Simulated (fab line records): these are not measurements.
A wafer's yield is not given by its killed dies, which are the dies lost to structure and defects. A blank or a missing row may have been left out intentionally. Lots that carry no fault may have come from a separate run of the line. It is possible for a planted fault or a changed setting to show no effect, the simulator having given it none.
The same fault as seen by 3 desks / flow nand-harc / every desk sees just its own numbers, and what lay behind them comes last

## THE DEFECT DESK
Per lot, the means of the sampled wafers with a number show what the inspections along the route counted. A lot is out of limits, marked OUT, if its mean lies more than 4 standard deviations from the usual mean; the brackets give that distance.
Columns: A = raw-defect-count at NHARC_A_CHANNEL_HOLE_D2_INSPECT_40, usual 303
lot=L778; first seen here=day 14 13:05; A=475
lot=L780; first seen here=day 15 13:28; A=404
lot=L782; first seen here=day 16 11:35; A=408
lot=L791; first seen here=day 20 03:44; A=240
lot=L795; first seen here=day 21 17:23; A=258
lot=L796; first seen here=day 22 09:04; A=205
Result from this desk: across the 6 lots, nothing is out of limits.

## TOOL OWNER'S DESK, rie-si-06
The tool's own readings at NHARC_A_CHANNEL_FILL_D2_ETCHBACK_19 (etches the open film in HBr/Cl2, target depth 5 nm, time 1.7 s): means of the sampled wafers that have a number, for each lot that ran on this tool. A lot is out of limits, marked OUT, if its mean lies more than 4 standard deviations from the usual mean; the brackets give that distance.
Columns: A = chamber-pressure-mTorr at NHARC_A_CHANNEL_FILL_D2_ETCHBACK_19, usual 15.000 mTorr; B = drypump-motor-current-A at NHARC_A_CHANNEL_FILL_D2_ETCHBACK_19, usual 5.4 A; C = oes-product-au at NHARC_A_CHANNEL_FILL_D2_ETCHBACK_19, usual 1.002 a.u.; D = throttle-valve-pct at NHARC_A_CHANNEL_FILL_D2_ETCHBACK_19, usual 26.406 %
lot=L780; first seen here=day 16 12:43; A=15.008; B=6.1; C=1.038 (+5.0) OUT; D=26.402
lot=L782; first seen here=day 17 12:52; A=15.001; B=5.7; C=1.037 (+4.8) OUT; D=26.409
lot=L796; first seen here=day 23 09:25; A=14.993; B=5.3; C=0.998; D=26.396
This desk finds L780, L782 out of limits, L780 being first, at day 16 12:43 (oes-product-au at NHARC_A_CHANNEL_FILL_D2_ETCHBACK_19). In limits: L796.

## FROM THE METROLOGY DESK
What the gauges read for every lot (on any tool): the sampled wafers with a number, averaged. A lot is out of limits, marked OUT, if its mean lies more than 4 standard deviations from the usual mean; the brackets give that distance.
Columns: A = cd-nm at NHARC_A_CHANNEL_HOLE_D2_CD_MEAS_31, usual 89.9 nm
lot=L778; first seen here=day 14 12:54; A=89.5
lot=L780; first seen here=day 15 13:17; A=89.1
lot=L782; first seen here=day 16 11:23; A=89.5
lot=L791; first seen here=day 20 03:33; A=91.1
lot=L795; first seen here=day 21 17:11; A=90.2
lot=L796; first seen here=day 22 08:52; A=91.0
Result from this desk: across the 6 lots, nothing is out of limits.

## PUT TOGETHER
The tool owner's desk had the chance to raise an alarm at day 16 12:43 on L780, L782.
The defect desk saw nothing out of limits.
The metrology desk saw nothing out of limits.
The defect desk has L780, L782 on record, within its limits.
The metrology desk holds a record of L780, L782, inside its limits.
Of the lots named, all ran NHARC_A_CHANNEL_FILL_D2_ETCHBACK_19 on rie-si-06.

## WHAT THE SIMULATOR PUT IN
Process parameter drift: rie-si-06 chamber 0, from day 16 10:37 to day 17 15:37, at NHARC_A_CHANNEL_FILL_D2_ETCHBACK_19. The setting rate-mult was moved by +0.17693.
Lots struck among those shown: L780, L782.
Time in hours from fault onset to the first out-of-limits reading at each desk: the tool owner's desk, 2.
